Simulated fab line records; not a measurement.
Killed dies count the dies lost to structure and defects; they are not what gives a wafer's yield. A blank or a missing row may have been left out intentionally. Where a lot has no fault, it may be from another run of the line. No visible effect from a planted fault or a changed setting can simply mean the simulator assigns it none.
The tool behind it: which one? + flow n5_finfet + 29 wafers from 10 lots sampled at 6 of the route's 1938 steps

## WHAT THE GAUGES SHOWED, per wafer
N5_WELL_APT_INSPECT_38: inspects for defects (darkfield). Usual: raw_defect_count 13, standard deviation 5.5.
| lot  | measured    | on                | raw_defect_count | flag |
|------|-------------|-------------------|------------------|------|
| L591 | day 2 10:38 | defect_inspect-01 | 11 14 6          |      |
| L592 | day 2 17:02 | defect_inspect-01 | 15 16 12         |      |
| L595 | day 3 10:32 | defect_inspect-01 | 10 3 8           |      |
| L596 | day 3 16:52 | defect_inspect-02 | 12 13 10         |      |
| L597 | day 3 23:46 | defect_inspect-01 | 11 5             |      |
| L599 | day 4 10:50 | defect_inspect-01 | 11 6 12          |      |
| L601 | day 4 23:22 | defect_inspect-02 | 7 17 16          |      |
| L602 | day 5 05:27 | defect_inspect-02 | 10 11 13         |      |
| L604 | day 5 16:40 | defect_inspect-02 | 2 13 10          |      |
| L610 | day 7 05:04 | defect_inspect-02 | 9 6 8            |      |

N5_PMOS_HMC_CHANNEL_EPI_CD_MEAS_09 targets a cd of 237.4 nm. Usual: cd_nm 236.8 nm, standard deviation 0.9.
| lot  | measured    | on        | cd_nm (nm)        | flag |
|------|-------------|-----------|-------------------|------|
| L591 | day 2 11:04 | cd_sem-01 | 236.3 235.6 235.7 |      |
| L592 | day 2 17:21 | cd_sem-02 | 236.9 237.3 237.6 |      |
| L595 | day 3 10:59 | cd_sem-01 | 236.7 236.2 236.1 |      |
| L596 | day 3 17:18 | cd_sem-01 | 236.7 236.3 236.2 |      |
| L597 | day 4 00:12 | cd_sem-01 | 238.1 237.5       |      |
| L599 | day 4 11:16 | cd_sem-03 | 237.3 236.6 237.9 |      |
| L601 | day 4 23:40 | cd_sem-02 | 260.7 238.1 262.1 | OFF  |
| L602 | day 5 05:46 | cd_sem-03 | 259.5 237.3 235.9 | OFF  |
| L604 | day 5 16:58 | cd_sem-02 | 237.6 237.2 238.3 |      |
| L610 | day 7 05:31 | cd_sem-01 | 237.1 236.1 238.0 |      |

N5_PMOS_HMC_CHANNEL_EPI_THK_MEAS_22. Usual: HMC_CMP_THK typically reads 53.7 nm, with standard deviation 1.
| lot  | measured    | on            | HMC_CMP_THK (nm) | flag |
|------|-------------|---------------|------------------|------|
| L591 | day 2 13:50 | film_metro-02 | 53.4 52.8 53.7   |      |
| L592 | day 2 20:18 | film_metro-02 | 52.3 52.6 53.5   |      |
| L595 | day 3 13:32 | film_metro-02 | 52.7 55.7 53.7   |      |
| L596 | day 3 20:03 | film_metro-01 | 53.2 52.7 52.3   |      |
| L597 | day 4 02:50 | film_metro-01 | 53.9 54.1        |      |
| L599 | day 4 14:08 | film_metro-01 | 55.3 54.0 54.3   |      |
| L601 | day 5 02:05 | film_metro-02 | 53.7 53.7 54.0   |      |
| L602 | day 5 08:31 | film_metro-02 | 53.4 53.9 52.8   |      |
| L604 | day 5 20:02 | film_metro-02 | 53.8 53.7 54.4   |      |
| L610 | day 7 08:30 | film_metro-02 | 53.0 51.9 53.6   |      |

N5_BEOL_M4_RC_MEAS_101. Usual: DIBL_N 36.1 mV/V, standard deviation 1.6; DIBL_P 35.8 mV/V, standard deviation 2.1; IOFF_N 0.16 nA/um, standard deviation 0.031; IOFF_P 0.21 nA/um, standard deviation 0.034; ION_N 673 uA/um, standard deviation 12; ION_P 461 uA/um, standard deviation 7.2; SS_N 71.4 mV/dec, standard deviation 0.59; SS_P 73.3 mV/dec, standard deviation 0.63; VT_N 250 mV, standard deviation 3.1; VT_P -250 mV, standard deviation 3.3.
| lot  | measured     | on        | DIBL_N (mV/V)  | DIBL_P (mV/V)  | IOFF_N (nA/um) | IOFF_P (nA/um) | ION_N (uA/um) | ION_P (uA/um) | SS_N (mV/dec)  | SS_P (mV/dec)  | VT_N (mV)   | VT_P (mV)      | flag |
|------|--------------|-----------|----------------|----------------|----------------|----------------|---------------|---------------|----------------|----------------|-------------|----------------|------|
| L591 | day 8 12:54  | prober-02 | 34.4 36.0 36.2 | 35.0 36.9 36.9 | 0.13 0.16 0.16 | 0.17 0.21 0.20 | 658 686 670   | 451 467 457   | 70.6 71.6 71.4 | 73.4 73.6 73.9 | 253 250 250 | -252 -251 -253 |      |
| L592 | day 9 09:04  | prober-02 | 36.3 36.1 38.2 | 36.9 37.0 39.6 | 0.17 0.17 0.23 | 0.21 0.21 0.27 | 683 677 687   | 459 457 465   | 71.6 71.6 72.3 | 73.3 73.4 74.0 | 250 249 243 | -253 -253 -249 |      |
| L595 | day 9 23:06  | prober-01 | 37.1 35.8 37.0 | 35.6 34.7 35.9 | 0.18 0.14 0.17 | 0.23 0.21 0.24 | 691 671 683   | 465 461 471   | 72.0 71.1 72.0 | 73.1 73.3 73.2 | 247 250 247 | -249 -247 -245 |      |
| L596 | day 10 12:10 | prober-01 | 38.0 37.3 36.9 | 38.3 35.4 35.4 | 0.17 0.14 0.14 | 0.26 0.21 0.21 | 679 660 664   | 480 458 462   | 72.0 71.1 71.9 | 73.9 73.1 72.7 | 250 249 253 | -244 -249 -248 |      |
| L597 | day 10 17:59 | prober-02 | 36.4 36.4      | 35.5 36.1      | 0.14 0.15      | 0.18 0.21      | 667 668       | 453 454       | 70.6 70.6      | 73.6 73.7      | 251 251     | -253 -251      |      |
| L599 | day 11 06:13 | prober-01 | 34.2 34.6 36.7 | 34.8 36.0 36.9 | 0.14 0.15 0.18 | 0.20 0.21 0.21 | 666 688 687   | 463 478 471   | 70.9 71.3 71.7 | 72.3 72.5 73.6 | 250 248 247 | -249 -250 -254 |      |
| L601 | day 11 15:33 | prober-01 | 37.8 34.7 35.8 | 38.7 34.4 36.0 | 0.20 0.13 0.15 | 0.28 0.20 0.23 | 680 676 672   | 468 463 462   | 71.4 71.5 71.4 | 73.7 73.3 73.7 | 248 253 249 | -247 -250 -250 |      |
| L602 | day 11 13:50 | prober-02 | 37.1 35.9 36.5 | 36.5 36.2 36.0 | 0.18 0.16 0.17 | 0.21 0.21 0.21 | 686 676 678   | 469 464 460   | 72.0 71.6 71.8 | 73.1 73.7 73.5 | 246 247 248 | -251 -252 -252 |      |
| L604 | day 12 10:47 | prober-01 | 39.4 37.6 39.6 | 40.5 38.6 40.6 | 0.22 0.17 0.23 | 0.24 0.22 0.25 | 695 674 690   | 470 462 462   | 71.8 71.2 71.9 | 73.8 73.7 74.8 | 246 247 245 | -250 -251 -252 |      |
| L610 | day 13 13:10 | prober-02 | 33.8 39.8 37.5 | 31.7 39.0 36.7 | 0.11 0.26 0.18 | 0.18 0.31 0.27 | 650 699 690   | 464 474 471   | 70.8 71.7 71.7 | 71.4 73.9 73.3 | 253 241 244 | -249 -241 -244 |      |

## TOOL THAT RAN EACH LOT (tool first, then ch and the chambers of the sampled wafers, then the start)
| lot  | N5_PMOS_HMC_CHANNEL_EPI_EXPOSE_06 | N5_PMOS_HMC_CHANNEL_EPI_STRIP_33  |
|------|-----------------------------------|-----------------------------------|
| L591 | arfi_scanner-03 ch 0, day 2 10:57 | rie_diel-05 ch 0,1,3, day 2 11:17 |
| L592 | arfi_scanner-03 ch 0, day 2 17:14 | rie_diel-06 ch 0,1, day 2 17:34   |
| L595 | arfi_scanner-01 ch 0, day 3 10:52 | rie_diel-03 ch 0,2,3, day 3 11:23 |
| L596 | arfi_scanner-03 ch 0, day 3 17:11 | rie_diel-03 ch 0,2,3, day 3 17:31 |
| L597 | arfi_scanner-02 ch 0, day 4 00:05 | rie_diel-06 ch 0,2, day 4 00:27   |
| L599 | arfi_scanner-01 ch 0, day 4 11:09 | rie_diel-05 ch 0,2,3, day 4 11:37 |
| L601 | arfi_scanner-01 ch 0, day 4 23:33 | rie_diel-05 ch 0,3, day 4 23:58   |
| L602 | arfi_scanner-01 ch 0, day 5 05:38 | rie_diel-06 ch 0,2,3, day 5 05:59 |
| L604 | arfi_scanner-02 ch 0, day 5 16:51 | rie_diel-03 ch 2,3, day 5 17:31   |
| L610 | arfi_scanner-03 ch 0, day 7 05:23 | rie_diel-03 ch 2,3, day 7 05:58   |
- N5_PMOS_HMC_CHANNEL_EPI_EXPOSE_06: exposes mask PMOS HMC BLK, target cd 240 nm.
- N5_PMOS_HMC_CHANNEL_EPI_STRIP_33: strips in N2/H2.

## AS READ BY THE TOOLS THEMSELVES (means over the sampled wafers that have a number; for cases with no such wafer, the mark the record gives instead)
N5_PMOS_HMC_CHANNEL_EPI_STRIP_33. Usual: drypump_motor_current_A 5.9 A, standard deviation 0.43; oes_product_au 0.78 a.u., standard deviation 0.07; rf_vpp_V 54.1 V, standard deviation 1.6; showerhead_plenum_p_Torr 3.37 Torr, standard deviation 0.12; throttle_valve_pct 19.0 %, standard deviation 0.34.
| lot  | tool        | drypump_motor_current_A (A) | oes_product_au (a.u.) | rf_vpp_V (V) | showerhead_plenum_p_Torr (Torr) | throttle_valve_pct (%) | flag |
|------|-------------|-----------------------------|-----------------------|--------------|---------------------------------|------------------------|------|
| L591 | rie_diel-05 | 5.8                         | 0.81                  | 53.1         | 3.33                            | 18.8                   |      |
| L592 | rie_diel-06 | 6.0                         | 0.75                  | 55.3         | 3.49                            | 19.4                   |      |
| L595 | rie_diel-03 | 5.9                         | 0.78                  | 53.2         | 3.41                            | 18.9                   |      |
| L596 | rie_diel-03 | 5.9                         | 0.78                  | 54.8         | 3.41                            | 18.9                   |      |
| L597 | rie_diel-06 | 5.7                         | 0.73                  | 52.7         | 3.33                            | 19.2                   |      |
| L599 | rie_diel-05 | 5.7                         | 0.83                  | 55.1         | 3.35                            | 19.1                   |      |
| L601 | rie_diel-05 | 5.7                         | 0.74                  | 54.6         | 3.31                            | 19.0                   |      |
| L602 | rie_diel-06 | 5.7                         | 0.78                  | 55.3         | 3.31                            | 19.0                   |      |
| L604 | rie_diel-03 | 6.0                         | 0.72                  | 53.5         | 3.43                            | 18.9                   |      |
| L610 | rie_diel-03 | 5.8                         | 0.72                  | 55.5         | 3.38                            | 18.8                   |      |

## THE ANSWER, worked out from the rows above alone
Rule: a lot counts as off when the mean over its wafers that have a number is more than 3 standard deviations away from the usual mean. A lot without any number at a reading at which 4 lots or more have one is off too. Any other lot the step has rows for is counted as sound. After the gauges, taken in route order, come the tools' own readings; for these a lot's mean is taken, as printed above. At the first step where some lot is off, the reading lying furthest off is the one used; lots without a number count as furthest.
Off: L601, L602 (N5_PMOS_HMC_CHANNEL_EPI_CD_MEAS_09, cd_nm).
If a tool, at a process step before that reading, ran all the lots that are off and no sound lot after the first of them, it fits. Gauges at N5_PMOS_HMC_CHANNEL_EPI_CD_MEAS_09: tried the same way as those tools. One fits: N5_PMOS_HMC_CHANNEL_EPI_EXPOSE_06 on arfi_scanner-01. A fault onset in the window from L599 (day 4 11:09, its last sound lot) to L601 (day 4 23:33, its first lot off) fits.

## WHAT THE SIMULATOR PUT IN
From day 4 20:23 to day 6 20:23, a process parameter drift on arfi_scanner-01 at N5_PMOS_HMC_CHANNEL_EPI_EXPOSE_06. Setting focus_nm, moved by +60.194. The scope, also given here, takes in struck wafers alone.
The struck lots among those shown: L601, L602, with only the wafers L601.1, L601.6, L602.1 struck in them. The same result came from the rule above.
